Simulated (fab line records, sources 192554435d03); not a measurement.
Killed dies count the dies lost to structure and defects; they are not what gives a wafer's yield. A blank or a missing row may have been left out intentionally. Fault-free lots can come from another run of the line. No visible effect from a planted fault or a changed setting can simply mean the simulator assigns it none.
A struck lot beside a sound one ; flow n5Finfet ; 36 steps out of a route of 1938
Sound: the wafers L770.1, L770.4, L770.5. Struck: wafer L776.5. (L776.1, L776.4 of the same lot were not struck and are left out.) The cause comes at the end.
For every step that has rows: the tool of each side, followed by ch and its chambers, followed by its first start. Under that, the readings that differ: sound wafers ; struck wafers ; difference of the means ; sigmas: that difference in standard deviations of wafers without a fault.
alike: words and numbers the same on both sides, and readings whose means are apart by under 2 such deviations; not compared: readings that were withheld, readings missing a value for some wafer, numbers with overlapping values and no deviation given by the record, and bounds like >300 which may hide the same value.
The two part at a step that has a row with sigmas, a row that says differs or no value, or rows on one side only. Numbers that have no deviation but don't overlap get no sigmas and don't part them. A reading missing from all wafers of one side parts the sides only when that side holds two or more wafers.

first, 9 steps without rows for these wafers: N5_BEOL_M4_ANNEAL_95 (time 240 s); N5_BEOL_M4_SPUTTER_96 (material Cu, target thk 4.5 nm, time 8.29 s); N5_BEOL_M4_ECD_50 (material Cu, target thk 300 nm); N5_BEOL_M4_ANNEAL_51 (time 90 s); N5_BEOL_M4_CMP_52 (polishes, stops on SiOC, t overpolish 6.8 s, target thk 40 nm); N5_BEOL_M4_PRE_CLEAN_60 (time 15 s); N5_BEOL_M4_CO_CAP_55 (material Co, precursor CCTBA/H2, target thk 2 nm, time 102.1 s); N5_BEOL_M4_PRE_CLEAN_56 (time 15 s); N5_BEOL_M4_DEP_57 (deposits SiCN from 3MS/NH3, target thk 8 nm, time 14 s).
N5_BEOL_M4_RC_MEAS_101:
  sound on prober-02 ch 0, day 8 14:47; struck on prober-01 ch 0, day 10 00:58
  alike: DIBL_N, DIBL_P, IOFF_N, IOFF_P, ION_N, ION_P, SS_N, SS_P, VT_N, VT_P
then, 24 steps without rows for these wafers: N5_BEOL_M5_ILD_DEP_00 (deposits SiCOH lowk from DEMS/porogen, target thk 140.64 nm, time 25.9 s); N5_BEOL_M5_CURE_79 (cures SiCOH lowk, time 240 s); N5_BEOL_M5_PECVD_70 (deposits SiO2 from TEOS/O2, target thk 16 nm, time 18 s); N5_BEOL_M5_HM_DEP_02 (deposits TiN, target thk 20 nm); N5_BEOL_M5_COAT_59 (time 60 s, resist thk 60 nm); N5_BEOL_M5_COAT_60 (time 60 s, resist thk 12 nm); N5_BEOL_M5_COAT_71 (time 60 s, resist thk 5 nm); N5_BEOL_M5_COAT_05 (resist thk 30 nm); N5_BEOL_M5_EBR_07; N5_BEOL_M5_SOFTBAKE_06 (time 60 s); N5_BEOL_M5_EXPOSE_08 (exposes mask M5, target cd 28 nm); N5_BEOL_M5_PEB_09 (peb time 60 s); N5_BEOL_M5_DEVELOP_10 (develop time 30 s); N5_BEOL_M5_DESCUM_16 (chemistry O2, time 7 s); N5_BEOL_M5_ETCH_72 (etches underlayer in N2/H2, target depth 6.5 nm, time 5.2 s); N5_BEOL_M5_ETCH_61 (etches SiARC in CF4, target depth 15.6 nm, time 26 s); N5_BEOL_M5_ETCH_62 (etches SOC in N2/H2, target depth 75 nm, overetch 15 nm, time 112.5 s); N5_BEOL_M5_STRIP_63 (strips in N2/H2); N5_BEOL_M5_STRIP_73 (strips in N2/H2); N5_BEOL_M5_STRIP_64 (strips in CF4); N5_BEOL_M5_HM_OPEN_17 (chemistry Cl2/BCl3, target TiN, target depth 20 nm, overetch 6 nm); N5_BEOL_M5_STRIP_19 (strips in O2); N5_BEOL_M5_COAT_65 (time 60 s, resist thk 60 nm); N5_BEOL_M5_COAT_66 (time 60 s, resist thk 12 nm).
-- here the record skips 4 days between the struck wafers' starts before and after, leaving off in module BEOL_M5 and picking up in module PASSIVATION (first step shown: number 1930 of the route) --
N5_PASSIVATION_ETCH_54: etches SiO2 in CHF3/O2, target depth 880 nm, time 440 s.
  sound on rieDiel-06 ch 1,2,3, day 12 10:41; struck on rieDiel-06 ch 1, day 13 23:20
reading;sound;struck;difference;sigmas
model.PASSIVATION.featureDepthNm (nm);878.4 863.6 867.8;689;-181;
model.etch.depthNm (nm);878.4 863.7 867.8;688.9;-181.1;
  alike: O2_flow_sccm, drypumpMotorCurrentA, oesProductAu, rfFwdPowerW, rfVppV, showerheadPlenumPTorr, throttleValvePct
  not compared: rfHoursCounterH
N5_PASSIVATION_PROBE_49:
  sound on prober-01 at day 12 13:31; struck on prober-01 at day 14 02:19
reading;sound;struck;difference;sigmas
defectLimitedYield (%);89.6 92.5 93.0;0.1;-91.6;-65
killedAtContacts;9 5 10;24;+16;+3
killedAtOther;0 6 1;1065;+1063;+99 or more
killedDies;123 89 83;1179;+1081;+68
killedOnRim;12 12 7;151;+141;+33
sort_bin_5_function (%);6.1 5.0 3.7;96.1;+91.2;+99 or more
sortNPass;1054 1091 1097;1;-1080;-67
sortYieldPct (%);89.3 92.5 93.0;0.1;-91.5;-65
  alike: killed_at_M0_to_M3, killed_at_M4_up, killedAtFrontEnd, killedOpen, killedShort, sort_bin_4_leakage, sort_bin_6_memory

== WHERE THEY PART ==
Only at N5_PASSIVATION_PROBE_49, within this record.

WHY: what the simulator had put in
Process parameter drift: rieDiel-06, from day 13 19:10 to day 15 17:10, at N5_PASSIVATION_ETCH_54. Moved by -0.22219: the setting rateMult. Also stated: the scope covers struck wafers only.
